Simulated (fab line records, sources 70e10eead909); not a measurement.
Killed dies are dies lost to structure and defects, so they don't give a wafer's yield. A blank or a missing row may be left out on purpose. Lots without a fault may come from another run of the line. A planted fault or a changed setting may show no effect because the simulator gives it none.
Which tool did it? | flow nand_harc | 24 lots, 72 wafers sampled, at 6 steps of a route of 1159

WHAT THE GAUGES READ, wafer by wafer
The record holds no reading of a measuring or inspecting step that can be judged against a usual standard deviation.

WHICH TOOL RAN EACH LOT (tool, then ch and the chambers of the sampled wafers, then the start)
lot  | NHARC_A_SGD_CUT_ETCHBACK_24        | NHARC_A_WL_FILL_ETCHBACK_17       | NHARC_A_CONTACT_ETCH_115             | NHARC_A_CONTACT_ETCH_122             | NHARC_A_CONTACT_ETCH_123             | NHARC_A_CONTACT_STRIP_55
L074 | rie_diel-06 ch 2,3, day 13 05:47   | rie_metal-01 ch 1, day 14 19:14   | har_cap_etch-01 ch 0,1, day 15 18:10 | har_cap_etch-01 ch 0,1, day 15 18:49 | har_cap_etch-01 ch 0,1, day 15 18:56 | rie_diel-03 ch 0,1, no start
L075 | rie_diel-06 ch 0,2,3, day 14 07:35 | rie_metal-01 ch 0,1, day 15 19:17 | har_cap_etch-03 ch 0,1, day 16 13:25 | har_cap_etch-03 ch 0,1, day 16 14:16 | har_cap_etch-03 ch 0,1, day 16 14:23 | rie_diel-12 ch 0,2,3, no start
L078 | rie_diel-04 ch 0,2, day 14 20:47   | rie_metal-01 ch 0,1, day 16 03:34 | har_cap_etch-02 ch 0,1, day 17 02:53 | har_cap_etch-02 ch 0,1, day 17 03:44 | har_cap_etch-02 ch 0,1, day 17 03:51 | rie_diel-10 ch 1,2, no start
L077 | rie_diel-06 ch 0,1,3, day 14 20:47 | rie_metal-02 ch 0,1, day 16 03:31 | har_cap_etch-02 ch 0,1, day 16 21:07 | har_cap_etch-02 ch 0,1, day 16 21:45 | har_cap_etch-02 ch 0,1, day 16 21:50 | rie_diel-10 ch 1,2,3, no start
L076 | rie_diel-09 ch 0,2,3, day 14 20:50 | rie_metal-02 ch 0,1, day 16 04:49 | har_cap_etch-03 ch 0,1, day 16 20:20 | har_cap_etch-03 ch 0,1, day 16 20:58 | har_cap_etch-03 ch 0,1, day 16 21:06 | rie_diel-03 ch 0,1,3, no start
L079 | rie_diel-06 ch 1,3, day 15 10:35   | rie_metal-03 ch 0,1, day 16 22:21 | har_cap_etch-02 ch 0,1, day 17 20:29 | har_cap_etch-02 ch 0,1, day 17 21:08 | har_cap_etch-02 ch 0,1, day 17 21:18 | rie_diel-03 ch 0,1,2, no start
L082 | rie_diel-09 ch 0,1,2, day 15 10:36 | rie_metal-02 ch 0,1, day 16 19:46 | har_cap_etch-03 ch 0,1, day 17 15:50 | har_cap_etch-03 ch 0,1, day 17 16:41 | har_cap_etch-03 ch 0,1, day 17 16:48 | rie_diel-10 ch 0,1,3, no start
L080 | rie_diel-09 ch 2,3, day 15 10:40   | rie_metal-03 ch 0,1, day 17 03:58 | har_cap_etch-03 ch 0,1, day 18 03:49 | har_cap_etch-03 ch 0,1, day 18 04:27 | har_cap_etch-03 ch 0,1, day 18 04:35 | rie_diel-10 ch 0,2, no start
L081 | rie_diel-04 ch 1,2,3, day 16 08:38 | rie_metal-03 ch 0,1, day 17 15:54 | har_cap_etch-03 ch 0,1, day 18 10:50 | har_cap_etch-03 ch 0,1, day 18 11:29 | har_cap_etch-03 ch 0,1, day 18 11:34 | rie_diel-12 ch 0,1,3, no start
L085 | rie_diel-04 ch 1,3, day 16 17:47   | rie_metal-01 ch 0,1, day 18 02:20 | har_cap_etch-02 ch 0,1, day 18 19:33 | har_cap_etch-02 ch 0,1, day 18 20:11 | har_cap_etch-02 ch 0,1, day 18 20:19 | rie_diel-10 ch 1,3, no start
L084 | rie_diel-06 ch 0,1,2, day 16 17:50 | rie_metal-02 ch 0,1, day 18 01:33 | har_cap_etch-03 ch 0,1, day 18 20:26 | har_cap_etch-03 ch 0,1, day 18 21:04 | har_cap_etch-03 ch 0,1, day 18 21:14 | rie_diel-03 ch 0,3, no start
L086 | rie_diel-04 ch 1,2, day 17 01:17   | rie_metal-03 ch 0,1, day 18 07:56 | har_cap_etch-02 ch 1, day 19 02:14   | har_cap_etch-02 ch 1, day 19 02:52   | har_cap_etch-02 ch 1, day 19 02:59   | rie_diel-10 ch 1,2,3, no start
L083 | rie_diel-06 ch 2,3, day 17 01:18   | rie_metal-01 ch 0,1, day 18 11:03 | har_cap_etch-03 ch 0,1, day 19 06:37 | har_cap_etch-03 ch 0,1, day 19 07:16 | har_cap_etch-03 ch 0,1, day 19 07:26 | rie_diel-10 ch 0,3, no start
L087 | rie_diel-04 ch 0,1, day 17 01:23   | rie_metal-02 ch 0,1, day 18 08:55 | har_cap_etch-03 ch 0,1, day 19 02:33 | har_cap_etch-03 ch 0,1, day 19 03:11 | har_cap_etch-03 ch 0,1, day 19 03:19 | rie_diel-12 ch 0,1,2, no start
L088 | rie_diel-04 ch 0,1,2, day 17 12:38 | rie_metal-02 ch 0,1, day 19 01:13 | har_cap_etch-03 ch 0,1, day 19 19:02 | har_cap_etch-03 ch 0,1, day 19 19:40 | har_cap_etch-03 ch 0,1, day 19 19:46 | rie_diel-10 ch 0,1,3, no start
L089 | rie_diel-06 ch 1,2,3, day 17 12:39 | rie_metal-01 ch 0,1, day 19 01:31 | har_cap_etch-02 ch 0,1, day 19 18:34 | har_cap_etch-02 ch 0,1, day 19 19:11 | har_cap_etch-02 ch 0,1, day 19 19:19 | rie_diel-12 ch 0,1,2, no start
L090 | rie_diel-04 ch 1,2, day 18 07:38   | rie_metal-02 ch 0,1, day 19 17:54 | har_cap_etch-03 ch 0,1, day 20 10:25 | har_cap_etch-03 ch 0,1, day 20 11:03 | har_cap_etch-03 ch 0,1, day 20 11:13 | rie_diel-12 ch 0,1,3, no start
L093 | rie_diel-09 ch 0,1,2, day 18 15:20 | rie_metal-01 ch 0,1, day 20 04:02 | har_cap_etch-03 ch 0,1, day 20 21:16 | har_cap_etch-03 ch 0,1, day 20 21:53 | har_cap_etch-03 ch 0,1, day 20 21:59 | rie_diel-03 ch 1,2,3, no start
L092 | rie_diel-04 ch 0,1, day 18 15:22   | rie_metal-02 ch 0,1, day 20 01:01 | har_cap_etch-01 ch 0,1, day 20 18:05 | har_cap_etch-01 ch 0,1, day 20 18:43 | har_cap_etch-01 ch 0,1, day 20 18:53 | rie_diel-10 ch 0,1,3, no start
L091 | rie_diel-04 ch 0,2,3, day 18 21:47 | rie_metal-02 ch 0,1, day 20 07:49 | har_cap_etch-02 ch 0,1, day 21 02:07 | har_cap_etch-02 ch 0,1, day 21 02:46 | har_cap_etch-02 ch 0,1, day 21 02:53 | rie_diel-03 ch 1,2,3, no start
L094 | rie_diel-06 ch 0,1,3, day 18 21:47 | rie_metal-03 ch 0,1, day 20 07:48 | har_cap_etch-01 ch 0,1, day 21 00:58 | har_cap_etch-01 ch 0,1, day 21 01:37 | har_cap_etch-01 ch 0,1, day 21 01:42 | rie_diel-10 ch 1,2,3, no start
L096 | rie_diel-04 ch 0,1,3, day 20 00:32 | rie_metal-03 ch 0,1, day 21 10:52 | har_cap_etch-01 ch 0,1, day 22 03:46 | har_cap_etch-01 ch 0,1, day 22 04:25 | har_cap_etch-01 ch 0,1, day 22 04:32 | rie_diel-03 ch 0,2, no start
L095 | rie_diel-09 ch 0,1, day 20 00:34   | rie_metal-02 ch 0,1, day 21 10:58 | har_cap_etch-03 ch 0,1, day 22 06:16 | har_cap_etch-03 ch 0,1, day 22 06:54 | har_cap_etch-03 ch 0,1, day 22 07:04 | rie_diel-10 ch 1,3, no start
L097 | rie_diel-04 ch 2,3, day 20 00:36   | rie_metal-03 ch 0,1, day 21 12:43 | har_cap_etch-02 ch 0,1, day 22 08:43 | har_cap_etch-02 ch 0,1, day 22 09:20 | har_cap_etch-02 ch 0,1, day 22 09:28 | rie_diel-03 ch 0,2, no start
- NHARC_A_SGD_CUT_ETCHBACK_24: etches the open film in CH3F/O2, target depth 50 nm, time 92.857 s.
- NHARC_A_WL_FILL_ETCHBACK_17: etches the open film in Cl2/BCl3, target depth 4 nm, time 26.7 s.
- NHARC_A_CONTACT_ETCH_115: etches the open film in C4F8/O2/Ar, time 94 s, target depth 922 nm.
- NHARC_A_CONTACT_ETCH_122: etches the open film in C4F8/O2/Ar, time 95 s, target depth 930 nm.
- NHARC_A_CONTACT_ETCH_123: etches the open film in C4F8/O2/Ar, time 253 s, target depth 1090 nm.
- NHARC_A_CONTACT_STRIP_55: strips in O2.

WHAT THE TOOLS THEMSELVES READ (means of the sampled wafers that have a number; where no wafer has one, the mark that the record gives instead)
NHARC_A_SGD_CUT_ETCHBACK_24. Usual: ch3f_flow_sccm 49.98 sccm, standard deviation 0.15; drypump_motor_current_A 5.7 A, standard deviation 0.44; oes_product_au 0.96 a.u., standard deviation 0.036; rf_vpp_V 244.0 V, standard deviation 1.5; showerhead_plenum_p_Torr 2.45 Torr, standard deviation 0.097; throttle_valve_pct 20.664 %, standard deviation 0.0097.
lot  | tool        | ch3f_flow_sccm (sccm) | drypump_motor_current_A (A) | oes_product_au (a.u.) | rf_vpp_V (V) | showerhead_plenum_p_Torr (Torr) | throttle_valve_pct (%) | flag
L074 | rie_diel-06 | 49.87                 | 5.8                         | 1.01                  | 242.7        | 2.39                            | 20.674                 |
L075 | rie_diel-06 | 50.04                 | 5.5                         | 0.99                  | 242.9        | 2.42                            | 20.660                 |
L078 | rie_diel-04 | 50.05                 | 5.5                         | 0.92                  | 243.6        | 2.45                            | 20.651                 |
L077 | rie_diel-06 | 50.03                 | 5.5                         | 0.93                  | 243.8        | 2.46                            | 20.662                 |
L076 | rie_diel-09 | 49.94                 | 5.9                         | 0.99                  | 244.3        | 2.39                            | 20.670                 |
L079 | rie_diel-06 | 50.00                 | 5.9                         | 0.93                  | 243.8        | 2.39                            | 20.665                 |
L082 | rie_diel-09 | 49.86                 | 5.8                         | 0.99                  | 243.2        | 2.39                            | 20.674                 |
L080 | rie_diel-09 | 50.10                 | 6.0                         | 0.92                  | 243.7        | 2.42                            | 20.656                 |
L081 | rie_diel-04 | 49.96                 | 5.9                         | 0.92                  | 244.6        | 2.47                            | 20.664                 |
L085 | rie_diel-04 | 50.02                 | 6.1                         | 0.98                  | 245.2        | 2.53                            | 20.665                 |
L084 | rie_diel-06 | 49.91                 | 5.5                         | 1.01                  | 244.7        | 2.49                            | 20.668                 |
L086 | rie_diel-04 | 50.01                 | 6.2                         | 1.00                  | 245.4        | 2.58                            | 20.658                 |
L083 | rie_diel-06 | 50.24                 | 5.9                         | 0.94                  | 243.7        | 2.35                            | 20.678                 |
L087 | rie_diel-04 | 49.96                 | 6.0                         | 0.99                  | 245.4        | 2.57                            | 20.661                 |
L088 | rie_diel-04 | 50.02                 | 5.7                         | 0.92                  | 245.0        | 2.51                            | 20.661                 |
L089 | rie_diel-06 | 50.07                 | 5.8                         | 0.93                  | 243.6        | 2.42                            | 20.664                 |
L090 | rie_diel-04 | 49.90                 | 5.9                         | 0.99                  | 245.6        | 2.52                            | 20.667                 |
L093 | rie_diel-09 | 49.90                 | 5.8                         | 1.00                  | 243.3        | 2.39                            | 20.665                 |
L092 | rie_diel-04 | 49.80                 | 5.5                         | 0.96                  | 244.1        | 2.50                            | 20.664                 |
L091 | rie_diel-04 | 49.87                 | 5.5                         | 0.92                  | 243.5        | 2.40                            | 20.676                 |
L094 | rie_diel-06 | 49.99                 | 5.5                         | 1.00                  | 243.9        | 2.45                            | 20.668                 |
L096 | rie_diel-04 | 50.05                 | 5.6                         | 0.92                  | 244.6        | 2.46                            | 20.665                 |
L095 | rie_diel-09 | 50.02                 | 5.7                         | 1.01                  | 242.6        | 2.39                            | 20.660                 |
L097 | rie_diel-04 | 50.18                 | 5.6                         | 0.99                  | 243.1        | 2.41                            | 20.663                 |

NHARC_A_WL_FILL_ETCHBACK_17. Usual: drypump_motor_current_A 5.8 A, standard deviation 0.43; oes_product_au 1.000 a.u., standard deviation 0.011.
lot  | tool         | drypump_motor_current_A (A) | oes_product_au (a.u.) | flag
L074 | rie_metal-01 | 5.0                         | 1.020                 |
L075 | rie_metal-01 | 6.0                         | 1.019                 |
L078 | rie_metal-01 | 6.0                         | 1.017                 |
L077 | rie_metal-02 | 5.9                         | 1.001                 |
L076 | rie_metal-02 | 5.9                         | 0.998                 |
L079 | rie_metal-03 | 5.6                         | 0.994                 |
L082 | rie_metal-02 | 6.0                         | 0.996                 |
L080 | rie_metal-03 | 5.6                         | 0.988                 |
L081 | rie_metal-03 | 5.6                         | 0.993                 |
L085 | rie_metal-01 | 5.5                         | 1.005                 |
L084 | rie_metal-02 | 5.9                         | 0.986                 |
L086 | rie_metal-03 | 5.6                         | 0.999                 |
L083 | rie_metal-01 | 5.5                         | 1.005                 |
L087 | rie_metal-02 | 6.0                         | 1.010                 |
L088 | rie_metal-02 | 6.0                         | 1.000                 |
L089 | rie_metal-01 | 5.5                         | 0.999                 |
L090 | rie_metal-02 | 6.0                         | 1.002                 |
L093 | rie_metal-01 | 5.5                         | 1.004                 |
L092 | rie_metal-02 | 6.0                         | 1.002                 |
L091 | rie_metal-02 | 6.0                         | 0.982                 |
L094 | rie_metal-03 | 5.6                         | 0.997                 |
L096 | rie_metal-03 | 5.6                         | 0.989                 |
L095 | rie_metal-02 | 6.0                         | 0.995                 |
L097 | rie_metal-03 | 5.6                         | 0.992                 |

NHARC_A_CONTACT_STRIP_55. Usual: drypump_motor_current_A 5.6 A, standard deviation 0.56; oes_product_au 1.006 a.u., standard deviation 0.013; rf_vpp_V 57.7 V, standard deviation 0.84; showerhead_plenum_p_Torr 3.48 Torr, standard deviation 0.11; throttle_valve_pct 17.037 %, standard deviation 0.0088.
lot  | tool        | drypump_motor_current_A (A) | oes_product_au (a.u.) | rf_vpp_V (V) | showerhead_plenum_p_Torr (Torr) | throttle_valve_pct (%) | flag
L074 | rie_diel-03 | 5.0                         | 0.993                 | 58.4         | 3.52                            | 17.031                 |
L075 | rie_diel-12 | 5.7                         | 0.981                 | 57.9         | 3.62                            | 17.043                 |
L078 | rie_diel-10 | 5.8                         | 1.012                 | 57.6         | 3.34                            | 17.036                 |
L077 | rie_diel-10 | 5.9                         | 1.008                 | 57.9         | 3.36                            | 17.034                 |
L076 | rie_diel-03 | 5.4                         | 1.012                 | 58.1         | 3.51                            | 17.034                 |
L079 | rie_diel-03 | 5.1                         | 1.006                 | 58.2         | 3.55                            | 17.038                 |
L082 | rie_diel-10 | 5.9                         | 1.012                 | 58.4         | 3.47                            | 17.050                 |
L080 | rie_diel-10 | 5.3                         | 1.016                 | 57.7         | 3.40                            | 17.038                 |
L081 | rie_diel-12 | 5.6                         | 0.993                 | 57.1         | 3.51                            | 17.036                 |
L085 | rie_diel-10 | 5.9                         | 0.997                 | 56.8         | 3.38                            | 17.033                 |
L084 | rie_diel-03 | 5.4                         | 1.004                 | 57.5         | 3.48                            | 17.035                 |
L086 | rie_diel-10 | 5.8                         | 1.016                 | 56.6         | 3.35                            | 17.033                 |
L083 | rie_diel-10 | 5.4                         | 1.006                 | 58.0         | 3.43                            | 17.054                 |
L087 | rie_diel-12 | 5.9                         | 0.999                 | 58.8         | 3.54                            | 17.039                 |
L088 | rie_diel-10 | 5.8                         | 1.008                 | 57.2         | 3.46                            | 17.038                 |
L089 | rie_diel-12 | 5.9                         | 1.003                 | 57.8         | 3.54                            | 17.036                 |
L090 | rie_diel-12 | 5.6                         | 1.002                 | 57.7         | 3.50                            | 17.032                 |
L093 | rie_diel-03 | 5.4                         | 1.004                 | 58.5         | 3.53                            | 17.038                 |
L092 | rie_diel-10 | 5.9                         | 1.006                 | 57.5         | 3.46                            | 17.034                 |
L091 | rie_diel-03 | 5.4                         | 1.006                 | 57.6         | 3.53                            | 17.033                 |
L094 | rie_diel-10 | 5.9                         | 1.010                 | 57.6         | 3.35                            | 17.032                 |
L096 | rie_diel-03 | 5.1                         | 0.992                 | 57.3         | 3.50                            | 17.034                 |
L095 | rie_diel-10 | 5.9                         | 1.008                 | 58.0         | 3.37                            | 17.039                 |
L097 | rie_diel-03 | 5.1                         | 1.004                 | 57.7         | 3.50                            | 17.042                 |

THE ANSWER, worked out from the rows above alone
Rule: a lot is off if the mean of its wafers that have a number lies more than 3 standard deviations from the usual mean. A lot without any number at a reading at which 4 lots or more have one is off too. The other lots that the step has rows for count as sound. The gauges are gone through in route order, then the tools' own readings, and for those a lot's mean is taken as printed above. The first step at which some lot is off is used, and at that step the reading that is off furthest; a lot without a number counts as furthest.
No lot is off at any reading shown: from this, nothing can be told.

WHAT THE SIMULATOR HAD PUT IN
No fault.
